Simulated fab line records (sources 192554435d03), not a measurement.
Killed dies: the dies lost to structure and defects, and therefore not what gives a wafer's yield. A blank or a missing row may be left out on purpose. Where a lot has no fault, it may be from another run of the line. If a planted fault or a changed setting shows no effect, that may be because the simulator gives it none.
The tool behind it: which one?    flow n5_finfet    12 lots, 36 wafers sampled, at 4 steps of a route of 1938

== WHAT THE GAUGES SHOWED, per wafer ==
Not one reading of a measure or inspect step in the record can be checked against a usual standard deviation.

== WHICH TOOL RAN EACH LOT (tool, then ch and the chambers of the sampled wafers, then the start) ==
lot   N5_SD_EPI_P_ETCH_47                N5_SD_ACTIVATION_LSA_01            N5_SDB_HM_DEP_00                N5_PASSIVATION_PROBE_49
L395  rie_diel-06 ch 1,2, day 3 23:14    laser_anneal-02 ch 0, day 4 02:40  pecvd-03 ch 0,1,2, day 4 10:28  -
L396  rie_diel-01 ch 0,1,3, day 4 05:15  laser_anneal-01 ch 0, day 4 08:43  pecvd-04 ch 0,2, day 4 17:32    -
L397  rie_diel-03 ch 0,1,2, day 4 06:02  laser_anneal-02 ch 0, day 4 09:40  pecvd-03 ch 1,2, day 4 17:45    -
L398  rie_diel-01 ch 0,2,3, day 4 11:51  laser_anneal-01 ch 0, day 4 15:19  pecvd-02 ch 1,2, day 5 00:22    prober-02, day 13 04:38
L399  rie_diel-01 ch 0,1,3, day 4 18:16  laser_anneal-02 ch 0, day 4 21:44  pecvd-03 ch 0,1,2, day 5 04:48  -
L400  rie_diel-06 ch 0,1, day 5 04:31    laser_anneal-01 ch 0, day 5 08:05  pecvd-04 ch 0,1,2, day 5 14:56  -
L401  rie_diel-03 ch 1,2, day 5 10:24    laser_anneal-02 ch 0, day 5 13:52  pecvd-03 ch 1,2, day 5 20:49    -
L402  rie_diel-03 ch 0,1,3, day 5 16:43  laser_anneal-01 ch 0, day 5 20:10  pecvd-03 ch 0,1,2, day 6 03:05  -
L407  rie_diel-03 ch 0,1,2, day 6 19:26  laser_anneal-02 ch 0, day 7 00:40  pecvd-02 ch 0,1,2, day 7 07:31  -
L410  rie_diel-03 ch 0,2, day 7 10:31    laser_anneal-01 ch 0, day 7 14:52  pecvd-03 ch 0,1, day 7 21:39    -
L412  rie_diel-06 ch 0,1, day 8 00:17    laser_anneal-01 ch 0, day 8 03:45  pecvd-03 ch 1,2, day 8 12:43    -
L415  rie_diel-06 ch 0,2,3, day 8 22:18  laser_anneal-02 ch 0, day 9 03:59  pecvd-04 ch 0,1, day 9 11:11    -
- N5_SD_EPI_P_ETCH_47: etches SiOCN in CH3F/O2, target depth 25 nm.
- N5_SD_ACTIVATION_LSA_01: time 0.0008 s.
- N5_SDB_HM_DEP_00: deposits SiNx from SiH4/NH3/N2, target thk 40 nm, time 35.3 s.
- N5_PASSIVATION_PROBE_49

== AS READ BY THE TOOLS THEMSELVES (means over the sampled wafers that have a number; for cases with no such wafer, the mark the record gives instead) ==
N5_SD_EPI_P_ETCH_47. Usual: drypump_motor_current_A 5.9 A, standard deviation 0.44; oes_product_au 0.76 a.u., standard deviation 0.059; rf_vpp_V 127 V, standard deviation 3.9; showerhead_plenum_p_Torr 2.00 Torr, standard deviation 0.081; throttle_valve_pct 16.42 %, standard deviation 0.29.
lot   tool         drypump_motor_current_A (A)  oes_product_au (a.u.)  rf_vpp_V (V)  showerhead_plenum_p_Torr (Torr)  throttle_valve_pct (%)  flag
L395  rie_diel-06  6.2                          0.89                   127           2.09                             16.40                   
L396  rie_diel-01  5.5                          0.75                   126           2.03                             16.64                   
L397  rie_diel-03  6.2                          0.73                   130           2.03                             16.57                   
L398  rie_diel-01  5.4                          0.75                   127           2.03                             16.53                   
L399  rie_diel-01  5.5                          0.74                   126           2.02                             16.65                   
L400  rie_diel-06  6.5                          0.87                   127           2.07                             16.15                   
L401  rie_diel-03  6.4                          0.70                   132           2.02                             16.53                   
L402  rie_diel-03  6.1                          0.76                   126           1.99                             16.45                   
L407  rie_diel-03  6.2                          0.72                   131           2.02                             16.59                   
L410  rie_diel-03  6.1                          0.71                   134           2.07                             16.54                   
L412  rie_diel-06  6.5                          0.80                   125           1.98                             16.14                   
L415  rie_diel-06  6.0                          0.74                   125           1.91                             16.37                   

N5_SD_ACTIVATION_LSA_01. Usual: wafer_temp_C_max reads 1086.4 (standard deviation 2.9).
lot   tool             wafer_temp_C_max  flag
L395  laser_anneal-02  1083.6            
L396  laser_anneal-01  1089.1            
L397  laser_anneal-02  1084.5            
L398  laser_anneal-01  1090.8            
L399  laser_anneal-02  1084.0            
L400  laser_anneal-01  1089.4            
L401  laser_anneal-02  1083.5            
L402  laser_anneal-01  1088.9            
L407  laser_anneal-02  1084.9            
L410  laser_anneal-01  1160.8            OFF
L412  laser_anneal-01  1158.7            OFF
L415  laser_anneal-02  1084.7            

N5_SDB_HM_DEP_00. Usual: heater_power_outer_w 473 W, standard deviation 61; heater_power_w 796 W, standard deviation 87; showerhead_plenum_p_Torr 5.17 Torr, standard deviation 0.059; throttle_valve_pct 40.0 %, standard deviation 2.
lot   tool      heater_power_outer_w (W)  heater_power_w (W)  showerhead_plenum_p_Torr (Torr)  throttle_valve_pct (%)  flag
L395  pecvd-03  480                       795                 5.18                             39.0                    
L396  pecvd-04  435                       754                 5.21                             42.3                    
L397  pecvd-03  485                       805                 5.12                             38.7                    
L398  pecvd-02  434                       715                 5.19                             37.2                    
L399  pecvd-03  461                       764                 5.19                             38.9                    
L400  pecvd-04  461                       794                 5.16                             41.8                    
L401  pecvd-03  486                       817                 5.18                             38.4                    
L402  pecvd-03  450                       763                 5.18                             39.0                    
L407  pecvd-02  445                       762                 5.16                             37.4                    
L410  pecvd-03  444                       741                 5.20                             40.0                    
L412  pecvd-03  463                       777                 5.14                             38.7                    
L415  pecvd-04  550                       893                 5.18                             43.1                    

N5_PASSIVATION_PROBE_49. Usual: killed_at_M0_to_M3 34, standard deviation 11; killed_at_M4_up 13, standard deviation 5.2; killed_at_contacts 13, standard deviation 6.3; killed_at_front_end 40, standard deviation 14; killed_at_other 3.2, standard deviation 2.4; killed_dies 104, standard deviation 19; killed_open 69, standard deviation 14; killed_short 32, standard deviation 7.5.
lot   tool       killed_at_M0_to_M3  killed_at_M4_up  killed_at_contacts  killed_at_front_end  killed_at_other  killed_dies  killed_open  killed_short  flag
L398  prober-02  32                  12               6                   51                   3.7              104          73           29            

== THE ANSWER, worked out from the rows above alone ==
Rule: take the mean of a lot's wafers that have a number; if it is more than 3 standard deviations from the usual mean, the lot is off. A lot without any number at a reading at which 4 lots or more have one is off too. Any other lot the step has rows for is counted as sound. First the gauges in route order, then the tools' own readings, where a lot's mean is used as printed above. The first step at which some lot is off is used, and at that step the reading that is off furthest; a lot without a number counts as furthest.
Off, at N5_SD_ACTIVATION_LSA_01 on wafer_temp_C_max: L410, L412.
A tool fits if, at that step or a process step before it, it ran every lot that is off, and no sound lot after the first of them. One fits: laser_anneal-01 at N5_SD_ACTIVATION_LSA_01. Its last sound lot is L402 (day 5 20:10), its first lot that is off L410 (day 7 14:52): a fault that began between those two fits.
On the lots that are off, the tool's own readings at N5_SD_ACTIVATION_LSA_01 differ by more than 5 times the standard deviation of the sound lots' means, which bears it out; wafer_temp_C_max reads 1159.8 there versus 1086.3 on the sound lots.

== WHAT THE SIMULATOR PUT IN ==
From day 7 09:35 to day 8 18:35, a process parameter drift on laser_anneal-01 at N5_SD_ACTIVATION_LSA_01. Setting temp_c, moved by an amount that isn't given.
Lots struck among those shown: L410, L412. The same result came from the rule above.
